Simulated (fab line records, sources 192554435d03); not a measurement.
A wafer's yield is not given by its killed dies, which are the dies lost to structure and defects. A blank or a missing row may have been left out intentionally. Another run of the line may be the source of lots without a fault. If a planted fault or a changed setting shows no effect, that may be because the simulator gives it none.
fab line records	flow n5-finfet
record: lots: 7	wafers: 21
route steps=1938 shown BEOL_M1@800 BEOL_M2@841 BEOL_M3@977 BEOL_M4@1070 BEOL_M5@1130 BEOL_M7@1270 BEOL_M8@1339
start-h: hours from the record's opening day to when the first of the lot's shown wafers began	wait-h: time in hours since the lot's previous step	" same as the row above	L1.1+2: one row covering several wafers at once	- no value present, or no start provided	* or withheld: withheld	< > ~ a bound
route shown NAME@n: a module of which the file shows steps, and the number in the route of the first	usual: mean/standard deviation of fault-free wafers	same: alike in all rows	chamber/n: place in a boat	sites: per-site readings	_std_site: standard deviation across them	_edge_site: outer sites' mean less inner sites'	radius-mm: for every site, how far away it sits from the centre of the wafer	mask NAME#n: copy n	behind: tool/chamber where the wafer was last shaped	hold: what put the lot on hold/how long, in hours/how the hold closed	device: names the non-switching transistor (n, p or np)	end of line: the same wafers' tests at the end of the route	a step given without rows: its recipe and nothing more	killed: not the wafer's yield, but the dies lost to structure and defects at the first sort	map: shows each die of a wafer: x if killed, . if not, _ if none is there
set.NAME: the setting the step ran with; set.NAME@STEP: the setting that earlier step ran with	model.NAME: the simulator's own value behind a step, which no gauge read
lots with deliberately changed settings; one table per step, one row per wafer
== steps ==
step: N5_BEOL_M1_TRENCH_ETCH_37
recipe: chemistry: C4F6/O2	target-depth-a: 552.07	target: SiOC	time-s: 29	ion-energy-ev: 250	pressure-mtorr: 30	source-w: 355	bias-w: 185	Ar_flow_sccm: 300	C4F6_flow_sccm: 10	O2_flow_sccm: 10
usual: rf-vpp-V: 662/11
lot.wafer	tool	chamber	start-h	wait-h	set.bias-w	rf-vpp-V
L074.1	rie-diel-01	0	-	-	185	667
L074.2	"	2	"	"	185	652
L074.3	"	1	"	"	185	675
L079.2	rie-diel-04	1	-	-	185	663
L079.3	"	3	"	"	185	663
L079.4	"	0	"	"	193.7	689
L080.1	rie-diel-04	3	-	-	185	664
L080.2	"	2	"	"	185	665
L080.5	"	3	"	"	185	662
L082.1	rie-diel-04	1	-	-	200.6	709
L082.3	"	2	"	"	200.6	709
L082.4	"	0	"	"	185	665
L085.1	rie-diel-02	1	-	-	214.6	740
L085.3	"	3	"	"	185	654
L085.4	"	3	"	"	185	656
L089.1	rie-diel-01	3	-	-	185	647
L089.3	"	0	"	"	198.6	705
L089.5	"	1	"	"	198.6	715
L091.1	rie-diel-02	0	-	-	185	639
L091.2	"	3	"	"	185	657
L091.5	"	0	"	"	185	639
step: N5_BEOL_M2_ILD_DEP_00
recipe: material: SiOC	target-thk-a: 790	temp-c: 350	precursor: DEMS/O2	pressure-torr: 5	rf-w: 500	time-s: 15.3
lot.wafer	tool	chamber	start-h	wait-h	set.time-s	model.SiOC_of_BEOL_M2_ILD_DEP_00.thk-nm
L074.1	pecvd-01	0	129.17	0.0	14.42	73.6
L074.2	"	2	"	"	14.42	74.6
L074.3	"	1	"	"	15.3	78.6
L079.2	pecvd-04	2	166.16	0.0	15.3	78.6
L079.3	"	1	"	"	16.41	83.4
L079.4	"	1	"	"	15.3	79
L080.1	pecvd-04	0	167.44	0.0	14.28	73.6
L080.2	"	1	"	"	15.3	78
L080.5	"	2	"	"	14.28	73.8
L082.1	pecvd-02	0	175.29	0.0	15.3	77.2
L082.3	"	2	"	"	16.9	85.2
L082.4	"	0	"	"	15.3	78.8
L085.1	pecvd-04	0	197.20	0.0	17	87
L085.3	"	1	"	"	17	87.6
L085.4	"	1	"	"	15.3	78.8
L089.1	pecvd-04	1	225.13	0.0	15.3	78.2
L089.3	"	2	"	"	17.36	88.8
L089.5	"	1	"	"	17.36	89.4
L091.1	pecvd-02	2	227.57	0.0	15.3	77.6
L091.2	"	0	"	"	15.3	77.8
L091.5	"	0	"	"	15.3	79.4
step: N5_BEOL_M2_THK_MEAS_01
recipe: reads: SiOC_of_BEOL_M2_ILD_DEP_00
usual: M2_ILD_THK: 78.9/1.1
lot.wafer	tool	chamber	start-h	wait-h	set.time-s@BEOL_M2_ILD_DEP_00	M2_ILD_THK[nm]
L074.1	film-metro-01	-	129.23	0.0	14.42	73.7
L074.2	"	-	"	"	14.42	74.5
L074.3	"	-	"	"	15.3	78.6
L079.2	film-metro-01	-	166.22	0.1	15.3	78.7
L079.3	"	-	"	"	16.41	83.3
L079.4	"	-	"	"	15.3	78.9
L080.1	film-metro-02	-	167.51	0.0	14.28	73.6
L080.2	"	-	"	"	15.3	78.2
L080.5	"	-	"	"	14.28	73.7
L082.1	film-metro-02	-	175.36	0.0	15.3	77.2
L082.3	"	-	"	"	16.9	85.3
L082.4	"	-	"	"	15.3	78.8
L085.1	film-metro-01	-	197.27	0.0	17	87.0
L085.3	"	-	"	"	17	87.6
L085.4	"	-	"	"	15.3	78.8
L089.1	film-metro-02	-	225.20	0.0	15.3	78.3
L089.3	"	-	"	"	17.36	88.7
L089.5	"	-	"	"	17.36	89.6
L091.1	film-metro-01	-	227.64	0.0	15.3	77.7
L091.2	"	-	"	"	15.3	77.7
L091.5	"	-	"	"	15.3	79.5
step: N5_BEOL_M2_PECVD_72
recipe: material: SiO2	target-thk-a: 160	temp-c: 400	precursor: TEOS/O2	pressure-torr: 5.5	rf-w: 450	teos-flow-sccm: 53.8	gas: O2	flow-sccm: 3000	time-s: 18
lot.wafer	tool	chamber	start-h	wait-h	set.temp-c	model.SiO2_of_BEOL_M2_PECVD_72.thk-nm
L074.1	pecvd-02	0	129.27	0.0	400	15.8
L074.2	"	2	"	"	391	17
L074.3	"	1	"	"	400	16
L079.2	pecvd-02	2	166.26	0.0	400	16.2
L079.3	"	0	"	"	389.3	17
L079.4	"	2	"	"	400	16.4
L080.1+2	pecvd-02	0,2	167.54	0.0	400	16.2
L080.5	"	0	"	"	400	16.4
L082.1	pecvd-04	1	175.40	0.0	417.1	14.2
L082.3	"	1	"	"	417.1	14.4
L082.4	"	2	"	"	400	16
L085.1	pecvd-02	1	197.30	0.0	394.2	16.6
L085.3	"	0	"	"	400	16
L085.4	"	2	"	"	394.2	17
L089.1	pecvd-04	0	225.24	0.0	414	14.4
L089.3	"	1	"	"	414	14.8
L089.5	"	0	"	"	400	16.2
L091.1	pecvd-01	1	227.68	0.0	400	15.2
L091.2	"	0	"	"	400	16
L091.5	"	0	"	"	400	16.4
step: N5_BEOL_M2_HM_DEP_02
recipe: material: TiN	target-thk-a: 200	temp-c: 25	chamber-pressure-pa: 0.49996
step: N5_BEOL_M2_COAT_61
recipe: resist: SOC	temp-c: 250	time-s: 60	spin-rpm: 1500	resist-thk-nm: 60
step: N5_BEOL_M2_STRIP_97
recipe: chemistry: N2/H2	time-s: 10	power-w: 450	temp-c: 40	pressure-mtorr: 20	rf-frequency-hz: 6e+07	bias-power-w: 7	n2-flow-sccm: 200	h2-flow-sccm: 200
step: N5_BEOL_M2_HM_STRIP_39
recipe: chemistry: peroxide-tin-strip	material: TiN	target-depth-a: 250	temp-c: 50	time-s: 158
lot.wafer	tool	chamber	start-h	wait-h	set.temp-c@BEOL_M2_PECVD_72	model.SiO2_of_BEOL_M2_PECVD_72.thk-nm
L074.1+3	wet-bench-06	3,5	136.78	0.0	400	15.8
L074.2	"	6	"	"	391	17
L079.2	wet-bench-05	5	174.28	0.0	400	16
L079.3	"	7	"	"	389.3	16.8
L079.4	"	4	"	"	400	16.2
L080.1+2+5	wet-bench-06	0,2,3	179.25	0.0	400	16.2
L082.1	wet-bench-06	7	182.29	0.0	417.1	14.2
L082.3	"	1	"	"	417.1	14.4
L082.4	"	6	"	"	400	15.8
L085.1	wet-bench-06	3	202.76	0.0	394.2	16.4
L085.3	"	4	"	"	400	16
L085.4	"	5	"	"	394.2	16.8
L089.1	wet-bench-05	1	232.11	0.0	414	14.4
L089.3	"	0	"	"	414	14.6
L089.5	"	5	"	"	400	16
L091.1	wet-bench-05	5	235.03	0.1	400	15.2
L091.2	"	7	"	"	400	15.8
L091.5	"	4	"	"	400	16.2
step: N5_BEOL_M3_VIA_ETCH_34
recipe: chemistry: C4F6/O2	target-depth-a: 694	mask-material: SOC	pressure-mtorr: 15	ion-energy-ev: 250	taper-deg: 4	time-s: 65.9	source-w: 350	bias-w: 170	Ar_flow_sccm: 300	C4F6_flow_sccm: 10	O2_flow_sccm: 10
usual: rf-vpp-V: 660/11
lot.wafer	tool	chamber	start-h	wait-h	set.bias-w	rf-vpp-V
L074.1	rie-diel-04	0	143.95	0.0	170	667
L074.2	"	2	"	"	170	666
L074.3	"	1	"	"	170	663
L079.2	rie-diel-02	1	183.05	0.0	170	659
L079.3	"	2	"	"	170	679
L079.4	"	3	"	"	170	656
L080.1	rie-diel-01	0	188.46	0.0	170	669
L080.2	"	3	"	"	170	646
L080.5	"	3	"	"	151.1	588
L082.1	rie-diel-04	3	191.49	0.0	170	662
L082.3	"	2	"	"	158.2	627
L082.4	"	3	"	"	158.2	626
L085.1	rie-diel-02	1	217.18	0.0	170	659
L085.3	"	3	"	"	170	654
L085.4	"	0	"	"	170	640
L089.1	rie-diel-04	1	241.70	0.0	170	664
L089.3	"	3	"	"	170	660
L089.5	"	1	"	"	191.3	727
L091.1	rie-diel-02	3	243.25	0.0	170	655
L091.2	"	2	"	"	170	678
L091.5	"	2	"	"	170	679
step: N5_BEOL_M3_TRENCH_ETCH_37
recipe: chemistry: C4F6/O2	target-depth-a: 555.55	target: SiOC	time-s: 29.2	ion-energy-ev: 250	pressure-mtorr: 30	source-w: 355	bias-w: 185	Ar_flow_sccm: 300	C4F6_flow_sccm: 10	O2_flow_sccm: 10
usual: rf-vpp-V: 660/11
lot.wafer	tool	chamber	start-h	wait-h	set.source-w	rf-vpp-V
L074.1	rie-diel-04	0	-	-	355	666
L074.2	"	2	"	"	410.2	617
L074.3	"	1	"	"	410.2	617
L079.2	rie-diel-02	1	-	-	406.9	614
L079.3	"	2	"	"	406.9	635
L079.4	"	3	"	"	355	656
L080.1	rie-diel-01	0	-	-	355	666
L080.2	"	3	"	"	355	645
L080.5	"	3	"	"	355	645
L082.1	rie-diel-04	3	-	-	355	661
L082.3	"	2	"	"	355	664
L082.4	"	3	"	"	355	663
L085.1	rie-diel-02	1	-	-	403.3	616
L085.3	"	3	"	"	355	656
L085.4	"	0	"	"	355	638
L089.1	rie-diel-04	1	-	-	393	630
L089.3	"	3	"	"	355	663
L089.5	"	1	"	"	393	631
L091.1	rie-diel-02	3	-	-	355	656
L091.2	"	2	"	"	355	680
L091.5	"	2	"	"	355	679
step: N5_BEOL_M4_TRENCH_ETCH_37
recipe: chemistry: C4F6/O2	target-depth-a: 555.55	target: SiOC	time-s: 29.2	ion-energy-ev: 250	pressure-mtorr: 30	source-w: 355	bias-w: 185	Ar_flow_sccm: 300	C4F6_flow_sccm: 10	O2_flow_sccm: 10
usual: rf-vpp-V: 668/11
lot.wafer	tool	chamber	start-h	wait-h	set.source-w	rf-vpp-V
L074.1	rie-diel-06	0	-	-	355	683
L074.2	"	1	"	"	355	663
L074.3	"	2	"	"	355	646
L079.2	rie-diel-03	1	-	-	325.4	718
L079.3	"	3	"	"	355	671
L079.4	"	0	"	"	355	663
L080.1	rie-diel-06	1	-	-	355	662
L080.2	"	2	"	"	397.7	620
L080.5	"	2	"	"	355	657
L082.1	rie-diel-03	1	-	-	355	688
L082.3	"	0	"	"	355	662
L082.4	"	2	"	"	302.2	721
L085.1	rie-diel-06	3	-	-	355	666
L085.3	"	1	"	"	388.6	630
L085.4	"	3	"	"	388.6	634
L089.1	rie-diel-03	1	-	-	355	688
L089.3	"	3	"	"	355	672
L089.5	"	3	"	"	402.2	631
L091.1	rie-diel-03	3	-	-	355	672
L091.2	"	1	"	"	355	687
L091.5	"	3	"	"	355	671
step: N5_BEOL_M5_ETCH_72
recipe: chemistry: N2/H2	target: underlayer	target-depth-a: 65	mask-material: CAR-EUV	time-s: 5.2	ion-energy-ev: 200	pressure-mtorr: 30	source-w: 840	bias-w: 150	n2-flow-sccm: 200	h2-flow-sccm: 200	ends: cleared
usual: rf-vpp-V: 524.4/2.7
lot.wafer	tool	chamber	start-h	wait-h	set.bias-w	rf-vpp-V
L074.1	rie-diel-01	2	162.44	0.0	150	522.5
L074.2	"	3	"	"	150	527.0
L074.3	"	0	"	"	150	530.4
L079.2	rie-diel-01	2	198.93	0.0	150	523.5
L079.3	"	1	"	"	167.8	561.5
L079.4	"	0	"	"	150	525.9
L080.1	rie-diel-01	0	206.38	0.0	142.3	508.3
L080.2	"	2	"	"	150	524.8
L080.5	"	1	"	"	142.3	503.6
L082.1	rie-diel-01	0	206.78	0.0	168	566.7
L082.3	"	2	"	"	168	564.1
L082.4	"	3	"	"	150	527.9
L085.1	rie-diel-01	1	234.11	0.0	167.9	563.1
L085.3	"	2	"	"	167.9	561.7
L085.4	"	3	"	"	150	526.9
L089.1	rie-diel-04	0	264.44	0.0	150	522.1
L089.3	"	2	"	"	150	530.5
L089.5	"	3	"	"	138.8	492.5
L091.1	rie-diel-02	0	267.04	0.0	150	525.0
L091.2	"	2	"	"	150	524.8
L091.5	"	0	"	"	150	525.2
step: N5_BEOL_M5_COAT_22
recipe: resist: CAR-EUV	spin-rpm: 1500	resist-thk-nm: 30
lot.wafer	tool	chamber	start-h	wait-h	set.spin-rpm	model.CAR-EUV_of_BEOL_M5_COAT_22.thk-nm
L074.1+2+3	litho-track-05	0	-	-	1500	30
L079.2+3+4	litho-track-03	0	-	-	1500	30
L080.1	litho-track-02	0	-	-	1656	28.8
L080.2	"	0	"	"	1656	28.6
L080.5	"	0	"	"	1500	30.2
L082.1+3+4	litho-track-05	0	-	-	1418	30.8
L085.1+3+4	litho-track-05	0	-	-	1500	30
L089.1	litho-track-02	0	-	-	1555	29.6
L089.3	"	0	"	"	1500	30
L089.5	"	0	"	"	1500	30.2
L091.1	litho-track-03	0	-	-	1500	30
L091.2+5	"	0	"	"	1500	30.2
step: N5_BEOL_M7_COAT_05
recipe: resist: CAR-ArF	spin-rpm: 1500	resist-thk-nm: 90
lot.wafer	tool	chamber	start-h	wait-h	set.spin-rpm	model.CAR-ArF_of_BEOL_M7_COAT_05.thk-nm
L074.1	litho-track-04	0	-	-	1500	89.6
L074.2+3	"	0	"	"	1500	90
L079.2	litho-track-05	0	-	-	1500	90.4
L079.3	"	0	"	"	1650	86.2
L079.4	"	0	"	"	1500	90.2
L080.1	litho-track-02	0	-	-	1500	90.2
L080.2+5	"	0	"	"	1500	90
L082.1	litho-track-02	0	-	-	1371	94
L082.3+4	"	0	"	"	1500	90.4
L085.1	litho-track-05	0	-	-	1581	87.6
L085.3	"	0	"	"	1581	87.4
L085.4	"	0	"	"	1581	87.8
L089.1	litho-track-05	0	-	-	1374	93.8
L089.3	"	0	"	"	1374	93.6
L089.5	"	0	"	"	1500	89.8
L091.1+2	litho-track-05	0	-	-	1500	89.6
L091.5	"	0	"	"	1500	89.4
step: N5_BEOL_M7_EBR_07
recipe: solvent: PGMEA	ebr-width-mm: 1.5
step: N5_BEOL_M7_SOFTBAKE_06
recipe: temp-c: 110	time-s: 60	resist: CAR-ArF
step: N5_BEOL_M7_EXPOSE_08
recipe: mask-id: M7	na: 1.35	source-shape: dipole	sigma-inner: 0.817	sigma-outer: 0.97	polarization: te	dose-mj: 68.25
step: N5_BEOL_M7_PEB_09
recipe: peb-temp-c: withheld	peb-time-s: 60	resist: CAR-ArF
step: N5_BEOL_M7_DEVELOP_10
recipe: develop-time-s: 30	developer: TMAH	resist: CAR-ArF	rinse-liquid: diw	dry: air-spin	dev-temp-c: 23
lot.wafer	tool	chamber	start-h	wait-h	set.spin-rpm@BEOL_M7_COAT_05	model.CAR-ArF_of_BEOL_M7_COAT_05.thk-nm
L074.1	litho-track-05	0	-	-	1500	87.8
L074.2+3	"	0	"	"	1500	88.4
L079.2	litho-track-02	0	-	-	1500	88.8
L079.3	"	0	"	"	1650	84.4
L079.4	"	0	"	"	1500	88.4
L080.1	litho-track-04	0	-	-	1500	88.4
L080.2+5	"	0	"	"	1500	88.2
L082.1	litho-track-04	0	-	-	1371	92.4
L082.3+4	"	0	"	"	1500	88.6
L085.1	litho-track-02	0	-	-	1581	85.8
L085.3	"	0	"	"	1581	85.6
L085.4	"	0	"	"	1581	86
L089.1	litho-track-02	0	-	-	1374	92.2
L089.3	"	0	"	"	1374	92
L089.5	"	0	"	"	1500	88
L091.1+2	litho-track-04	0	-	-	1500	87.8
L091.5	"	0	"	"	1500	87.6
step: N5_BEOL_M7_ETCH_61
recipe: chemistry: CF4	target: SiARC	target-depth-a: 455	mask-material: CAR-ArF	time-s: 75.8	ion-energy-ev: 80	pressure-mtorr: 40	source-w: 545	bias-w: 36	Ar_flow_sccm: 100	cf4-flow-sccm: 100	ends: cleared
usual: etch-rf-on-time-s: 74.9/1.8	rf-vpp-V: 184.3/1.1
lot.wafer	tool	chamber	start-h	wait-h	set.source-w	etch-rf-on-time-s	rf-vpp-V
L074.1	rie-diel-04	3	183.65	0.0	545	77.0	182.3
L074.2	"	2	"	"	545	73.4	184.7
L074.3	"	0	"	"	545	75.0	183.2
L079.2	rie-diel-02	2	221.90	0.0	545	78.4	182.4
L079.3	"	1	"	"	545	74.1	184.5
L079.4	"	0	"	"	608.9	67.5	179.4
L080.1	rie-diel-04	1	227.77	0.0	545	75.0	184.4
L080.2	"	2	"	"	545	72.8	185.4
L080.5	"	0	"	"	545	74.5	183.8
L082.1	rie-diel-01	2	228.31	0.0	545	76.5	183.9
L082.3	"	3	"	"	604.8	67.4	178.0
L082.4	"	1	"	"	545	72.3	184.2
L085.1	rie-diel-02	1	254.77	0.0	466.4	84.9	193.1
L085.3	"	0	"	"	466.4	84.9	195.5
L085.4	"	2	"	"	545	78.8	183.8
L089.1	rie-diel-04	2	283.61	0.0	545	73.2	186.2
L089.3	"	0	"	"	545	74.1	183.5
L089.5	"	1	"	"	475.1	82.7	193.6
L091.1	rie-diel-04	2	290.07	0.0	545	74.0	185.5
L091.2	"	3	"	"	545	76.6	182.7
L091.5	"	1	"	"	545	73.8	184.4
step: N5_BEOL_M7_DEP_56
recipe: material: SiCN	target-thk-a: 100	temp-c: withheld	precursor: 3MS/NH3	pressure-torr: 3	rf-w: 202	time-s: 17.5
lot.wafer	tool	chamber	start-h	wait-h	set.time-s	model.SiCN_of_BEOL_M7_DEP_56.thk-nm
L074.1	pecvd-01	1	187.59	0.0	17.5	10.2
L074.2	"	2	"	"	17.5	9.8
L074.3	"	0	"	"	17.5	10
L079.2+3	pecvd-01	2,1	226.27	0.0	17.5	10
L079.4	"	0	"	"	16.56	9.4
L080.1+2	pecvd-03	0,1	232.67	0.0	17.5	10
L080.5	"	0	"	"	17.5	10.2
L082.1+4	pecvd-03	2	233.93	0.0	17.5	10
L082.3	"	1	"	"	17.5	9.8
L085.1	pecvd-03	2	261.39	0.0	16.76	9.6
L085.3	"	1	"	"	17.5	10
L085.4	"	0	"	"	16.76	9.4
L089.1	pecvd-01	1	290.37	0.0	17.5	10
L089.3	"	2	"	"	19.39	11
L089.5	"	0	"	"	17.5	10.2
L091.1+5	pecvd-01	1,2	296.08	0.0	17.5	10.2
L091.2	"	0	"	"	17.5	10
step: N5_BEOL_M8_COAT_05
recipe: resist: CAR-ArF	spin-rpm: 1500	resist-thk-nm: 90
lot.wafer	tool	chamber	start-h	wait-h	set.spin-rpm	model.CAR-ArF_of_BEOL_M8_COAT_05.thk-nm
L074.1	litho-track-03	0	-	-	1573	87.6
L074.2	"	0	"	"	1500	89.8
L074.3	"	0	"	"	1500	89.6
L079.2	litho-track-05	0	-	-	1500	90
L079.3+4	"	0	"	"	1595	87
L080.1+2	litho-track-05	0	-	-	1500	89.8
L080.5	"	0	"	"	1375	93.8
L082.1	litho-track-01	0	-	-	1500	90.2
L082.3	"	0	"	"	1500	89.8
L082.4	"	0	"	"	1500	90
L085.1	litho-track-05	0	-	-	1500	90.4
L085.3	"	0	"	"	1500	90.6
L085.4	"	0	"	"	1500	90.2
L089.1+5	litho-track-05	0	-	-	1500	89.8
L089.3	"	0	"	"	1500	90
L091.1+2	litho-track-03	0	-	-	1500	90.2
L091.5	"	0	"	"	1500	89.8
step: N5_BEOL_M8_EBR_07
recipe: solvent: PGMEA	ebr-width-mm: 1.5
step: N5_BEOL_M8_SOFTBAKE_06
recipe: temp-c: 110	time-s: 60	resist: CAR-ArF
step: N5_BEOL_M8_EXPOSE_08
recipe: mask-id: M8	na: 1.35	source-shape: dipole	sigma-inner: 0.817	sigma-outer: 0.97	polarization: te	dose-mj: 68.25
step: N5_BEOL_M8_PEB_09
recipe: peb-temp-c: withheld	peb-time-s: 60	resist: CAR-ArF
step: N5_BEOL_M8_DEVELOP_10
recipe: develop-time-s: 30	developer: TMAH	resist: CAR-ArF	rinse-liquid: diw	dry: air-spin	dev-temp-c: 23
lot.wafer	tool	chamber	start-h	wait-h	set.spin-rpm@BEOL_M8_COAT_05	model.CAR-ArF_of_BEOL_M8_COAT_05.thk-nm
L074.1	litho-track-03	0	-	-	1573	85.8
L074.2	"	0	"	"	1500	88.2
L074.3	"	0	"	"	1500	87.8
L079.2	litho-track-01	0	-	-	1500	88.2
L079.3	"	0	"	"	1595	85.2
L079.4	"	0	"	"	1595	85.4
L080.1+2	litho-track-01	0	-	-	1500	88.2
L080.5	"	0	"	"	1375	92
L082.1+4	litho-track-01	0	-	-	1500	88.4
L082.3	"	0	"	"	1500	88
L085.1+3	litho-track-03	0	-	-	1500	88.8
L085.4	"	0	"	"	1500	88.4
L089.1+5	litho-track-01	0	-	-	1500	88.2
L089.3	"	0	"	"	1500	88.4
L091.1	litho-track-03	0	-	-	1500	88.4
L091.2	"	0	"	"	1500	88.6
L091.5	"	0	"	"	1500	88.2
step: N5_BEOL_M8_DESCUM_16
recipe: chemistry: O2	time-s: 7.9	source-power-w: 50	bias-power-w: 20	pressure-mtorr: 20	rf-frequency-hz: 2.712e+07	temp-c: 40	resist: CAR-ArF	o2-flow-sccm: 225
step: N5_BEOL_M8_ETCH_61
recipe: chemistry: CF4	target: SiARC	target-depth-a: 455	mask-material: CAR-ArF	time-s: 75.8	ion-energy-ev: 80	pressure-mtorr: 40	source-w: 545	bias-w: 36	Ar_flow_sccm: 100	cf4-flow-sccm: 100	ends: cleared
lot.wafer	tool	chamber	start-h	wait-h	set.spin-rpm@BEOL_M8_COAT_05	model.CAR-ArF_of_BEOL_M8_COAT_05.thk-nm
L074.1	rie-diel-05	1	189.50	0.0	1573	48.2
L074.2	"	3	"	"	1500	50.6
L074.3	"	2	"	"	1500	50.2
L079.2	rie-diel-03	2	228.01	0.0	1500	50.6
L079.3	"	1	"	"	1595	48
L079.4	"	2	"	"	1595	47.8
L080.1+2	rie-diel-06	1,3	235.84	0.0	1500	50.6
L080.5	"	2	"	"	1375	54.4
L082.1	rie-diel-03	3	236.66	0.0	1500	51
L082.3	"	0	"	"	1500	50.4
L082.4	"	1	"	"	1500	50.8
L085.1	rie-diel-05	3	264.04	0.0	1500	51.2
L085.3	"	2	"	"	1500	51.4
L085.4	"	1	"	"	1500	51
L089.1	rie-diel-06	1	294.04	0.0	1500	50.8
L089.3	"	3	"	"	1500	51
L089.5	"	1	"	"	1500	50.6
L091.1	rie-diel-06	2	298.26	0.0	1500	50.8
L091.2	"	3	"	"	1500	51
L091.5	"	0	"	"	1500	50.6
== key ==
split: step: N5_BEOL_M1_TRENCH_ETCH_37	setting: bias-w	stated: 185	by: wafer
response: step: N5_BEOL_M1_TRENCH_ETCH_37	reading: rf-vpp-V	change: +5.74	per: 1%	r: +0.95
split: step: N5_BEOL_M2_ILD_DEP_00	setting: time-s	stated: 15.3	by: wafer
response: step: N5_BEOL_M2_ILD_DEP_00	reading: model.SiOC_of_BEOL_M2_ILD_DEP_00.thk-nm	change: +0.743	per: 1%	r: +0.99
response: step: N5_BEOL_M2_THK_MEAS_01	reading: M2_ILD_THK	change: +0.745	per: 1%	r: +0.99
split: step: N5_BEOL_M2_PECVD_72	setting: temp-c	stated: 400	by: wafer
response: step: N5_BEOL_M2_PECVD_72	reading: model.SiO2_of_BEOL_M2_PECVD_72.thk-nm	change: -0.41	per: 1%	r: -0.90
response: step: N5_BEOL_M2_HM_STRIP_39	reading: model.SiO2_of_BEOL_M2_PECVD_72.thk-nm	change: -0.381	per: 1%	r: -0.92
split: step: N5_BEOL_M3_VIA_ETCH_34	setting: bias-w	stated: 170	by: wafer
response: step: N5_BEOL_M3_VIA_ETCH_34	reading: rf-vpp-V	change: +5.55	per: 1%	r: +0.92
split: step: N5_BEOL_M3_TRENCH_ETCH_37	setting: source-w	stated: 355	by: wafer
response: step: N5_BEOL_M3_TRENCH_ETCH_37	reading: rf-vpp-V	change: -2.65	per: 1%	r: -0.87
split: step: N5_BEOL_M4_TRENCH_ETCH_37	setting: source-w	stated: 355	by: wafer
response: step: N5_BEOL_M4_TRENCH_ETCH_37	reading: rf-vpp-V	change: -3.64	per: 1%	r: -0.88
split: step: N5_BEOL_M5_ETCH_72	setting: bias-w	stated: 150	by: wafer
response: step: N5_BEOL_M5_ETCH_72	reading: rf-vpp-V	change: +3.26	per: 1%	r: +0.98
split: step: N5_BEOL_M5_COAT_22	setting: spin-rpm	stated: 1500	by: wafer
response: step: N5_BEOL_M5_COAT_22	reading: model.CAR-EUV_of_BEOL_M5_COAT_22.thk-nm	change: -0.143	per: 1%	r: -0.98
split: step: N5_BEOL_M7_COAT_05	setting: spin-rpm	stated: 1500	by: wafer
response: step: N5_BEOL_M7_COAT_05	reading: model.CAR-ArF_of_BEOL_M7_COAT_05.thk-nm	change: -0.428	per: 1%	r: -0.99
response: step: N5_BEOL_M7_DEVELOP_10	reading: model.CAR-ArF_of_BEOL_M7_COAT_05.thk-nm	change: -0.446	per: 1%	r: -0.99
split: step: N5_BEOL_M7_ETCH_61	setting: source-w	stated: 545	by: wafer
response: step: N5_BEOL_M7_ETCH_61	reading: etch-rf-on-time-s	change: *	per: 1%	r: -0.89
response: step: N5_BEOL_M7_ETCH_61	reading: rf-vpp-V	change: -0.6	per: 1%	r: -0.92
split: step: N5_BEOL_M7_DEP_56	setting: time-s	stated: 17.5	by: wafer
response: step: N5_BEOL_M7_DEP_56	reading: model.SiCN_of_BEOL_M7_DEP_56.thk-nm	change: +0.0922	per: 1%	r: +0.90
split: step: N5_BEOL_M8_COAT_05	setting: spin-rpm	stated: 1500	by: wafer
response: step: N5_BEOL_M8_COAT_05	reading: model.CAR-ArF_of_BEOL_M8_COAT_05.thk-nm	change: -0.469	per: 1%	r: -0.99
response: step: N5_BEOL_M8_DEVELOP_10	reading: model.CAR-ArF_of_BEOL_M8_COAT_05.thk-nm	change: -0.456	per: 1%	r: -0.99
response: step: N5_BEOL_M8_ETCH_61	reading: model.CAR-ArF_of_BEOL_M8_COAT_05.thk-nm	change: -0.446	per: 1%	r: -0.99
